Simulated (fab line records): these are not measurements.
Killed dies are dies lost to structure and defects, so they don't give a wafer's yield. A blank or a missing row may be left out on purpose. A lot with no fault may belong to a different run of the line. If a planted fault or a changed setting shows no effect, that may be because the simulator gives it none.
Matching of chambers || flow n5Finfet || 3 sister chambers for N5_BEOL_M0_PRE_CLEAN_131 on cvdCo-02
The step time 15 s. 3 wafers are shown with their chamber, then 10 later ones without.

== WAFERS WITH THEIR CHAMBER ==
{"wafer": "L088.6", "chamber": 1, "heaterPowerOuterW (W)": 20}
{"wafer": "L089.3", "chamber": 2, "heaterPowerOuterW (W)": 5}
{"wafer": "L089.4", "chamber": 0, "heaterPowerOuterW (W)": 22}

== WAFERS WITH NO CHAMBER GIVEN ==
{"wafer": "L089.5", "heaterPowerOuterW (W)": 5}
{"wafer": "L091.1", "heaterPowerOuterW (W)": 23}
{"wafer": "L091.3", "heaterPowerOuterW (W)": 5}
{"wafer": "L091.4", "heaterPowerOuterW (W)": 22}
{"wafer": "L092.2", "heaterPowerOuterW (W)": 20}
{"wafer": "L092.5", "heaterPowerOuterW (W)": 5}
{"wafer": "L092.6", "heaterPowerOuterW (W)": 20}
{"wafer": "L094.4", "heaterPowerOuterW (W)": 5}
{"wafer": "L094.5", "heaterPowerOuterW (W)": 20}
{"wafer": "L094.6", "heaterPowerOuterW (W)": 22}

== THE CHAMBER EACH PASSED THROUGH ==
{"wafer": "L089.5", "from the rows above": 2, "in truth": 2}
{"wafer": "L091.1", "from the rows above": 0, "in truth": 0}
{"wafer": "L091.3", "from the rows above": 2, "in truth": 2}
{"wafer": "L091.4", "from the rows above": 0, "in truth": 0}
{"wafer": "L092.2", "from the rows above": 1, "in truth": 1}
{"wafer": "L092.5", "from the rows above": 2, "in truth": 2}
{"wafer": "L092.6", "from the rows above": 1, "in truth": 1}
{"wafer": "L094.4", "from the rows above": 2, "in truth": 2}
{"wafer": "L094.5", "from the rows above": 1, "in truth": 1}
{"wafer": "L094.6", "from the rows above": 0, "in truth": 0}
Correctly placed: 10 of 10. Left unplaced by these rows: 0. 0 placed wrongly.
How it was worked out, from the rows above alone: a wafer's distance from a chamber is the root of the sum, over the readings, of the square of ((its reading less the chamber's mean) divided by the reading's scatter). If the next closest chamber is less than 2 further off than the closest, the wafer can't be placed; otherwise it belongs to the closest. A chamber's mean is the mean of its shown wafers. The scatter: root of mean squared gap, hidden wafer to nearest shown wafer, with one shown wafer a chamber.
